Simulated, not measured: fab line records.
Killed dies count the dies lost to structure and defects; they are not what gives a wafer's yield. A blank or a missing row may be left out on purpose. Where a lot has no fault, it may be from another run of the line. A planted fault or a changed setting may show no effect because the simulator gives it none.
Matching of chambers + flow n5Finfet + rieDiel-03 running N5_BEOL_M0_SAQP_DESCUM_19: 4 sister chambers
The step chemistry O2, time 7.9 s. 20 wafers are shown with their chamber, then 10 later ones without.

== EACH WAFER AND ITS CHAMBER ==
| wafer  | chamber | oesProductAu (a.u.) | showerheadPlenumPTorr (Torr) | throttleValvePct (%) |
|--------|---------|---------------------|------------------------------|----------------------|
| L075.1 | 0       | 0.69                | 2.06                         | 20.33                |
| L075.2 | 1       | 0.77                | 2.00                         | 20.61                |
| L075.5 | 3       | 0.70                | 2.17                         | 20.62                |
| L076.3 | 0       | 0.70                | 2.06                         | 20.35                |
| L076.5 | 1       | 0.77                | 2.00                         | 20.64                |
| L076.6 | 0       | 0.70                | 2.06                         | 20.32                |
| L077.2 | 1       | 0.76                | 2.00                         | 20.63                |
| L077.3 | 0       | 0.69                | 2.06                         | 20.33                |
| L077.4 | 3       | 0.70                | 2.17                         | 20.62                |
| L079.2 | 0       | 0.69                | 2.06                         | 20.36                |
| L079.3 | 3       | 0.70                | 2.17                         | 20.63                |
| L079.6 | 3       | 0.70                | 2.17                         | 20.64                |
| L081.3 | 1       | 0.77                | 1.99                         | 20.64                |
| L081.4 | 3       | 0.69                | 2.17                         | 20.63                |
| L081.6 | 1       | 0.77                | 1.99                         | 20.64                |
| L082.1 | 0       | 0.69                | 2.05                         | 20.34                |
| L082.2 | 3       | 0.69                | 2.17                         | 20.64                |
| L082.3 | 1       | 0.77                | 1.99                         | 20.65                |
| L084.2 | 2       | 0.98                | 2.16                         | 20.20                |
| L084.3 | 3       | 0.70                | 2.16                         | 20.64                |

SIGNATURES (averages over the wafers above)
| reading               | chamber 0 | chamber 1 | chamber 2 | chamber 3 | scatter within a chamber |
|-----------------------|-----------|-----------|-----------|-----------|--------------------------|
| oesProductAu          | 0.6933    | 0.7683    | 0.9800    | 0.6971    | 0.00474                  |
| showerheadPlenumPTorr | 2.0583    | 1.9950    | 2.1600    | 2.1686    | 0.00447                  |
| throttleValvePct      | 20.3383   | 20.6350   | 20.2000   | 20.6314   | 0.0125                   |
Rule: a wafer lies at a distance from a chamber equal to the root of the sum of squares, over the readings, of (its reading less the chamber's mean, divided by the reading's scatter). The wafer belongs to the nearest chamber; if the next one is less than 2 further off, it can't be placed. The scatter: the root of (the sum of the squares of (reading less its chamber's mean) over the shown wafers, divided by (wafers less chambers)).

== WAFERS WHOSE CHAMBER IS MISSING ==
| wafer  | oesProductAu (a.u.) | showerheadPlenumPTorr (Torr) | throttleValvePct (%) |
|--------|---------------------|------------------------------|----------------------|
| L084.4 | 0.70                | 2.16                         | 20.64                |
| L086.1 | 0.99                | 2.05                         | 19.89                |
| L086.2 | 0.96                | 2.15                         | 20.21                |
| L086.6 | 0.99                | 2.05                         | 19.88                |
| L092.2 | 0.74                | 1.99                         | 20.67                |
| L092.4 | 0.92                | 2.15                         | 20.23                |
| L092.6 | 0.68                | 2.16                         | 20.68                |
| L095.1 | 0.68                | 2.16                         | 20.69                |
| L095.2 | 0.75                | 1.98                         | 20.69                |
| L095.5 | 0.94                | 2.05                         | 19.90                |

== CHAMBER TAKEN BY EACH ==
| wafer  | from the rows above | in truth                   |
|--------|---------------------|----------------------------|
| L084.4 | 3                   | 3                          |
| L086.1 | 2                   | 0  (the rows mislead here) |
| L086.2 | 2                   | 2                          |
| L086.6 | 2                   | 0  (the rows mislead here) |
| L092.2 | 1                   | 1                          |
| L092.4 | 2                   | 2                          |
| L092.6 | 3                   | 3                          |
| L095.1 | 3                   | 3                          |
| L095.2 | 1                   | 1                          |
| L095.5 | 2                   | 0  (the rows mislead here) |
7 of 10 placed correctly. From these rows, 0 cannot be placed. Placed wrongly: 3.
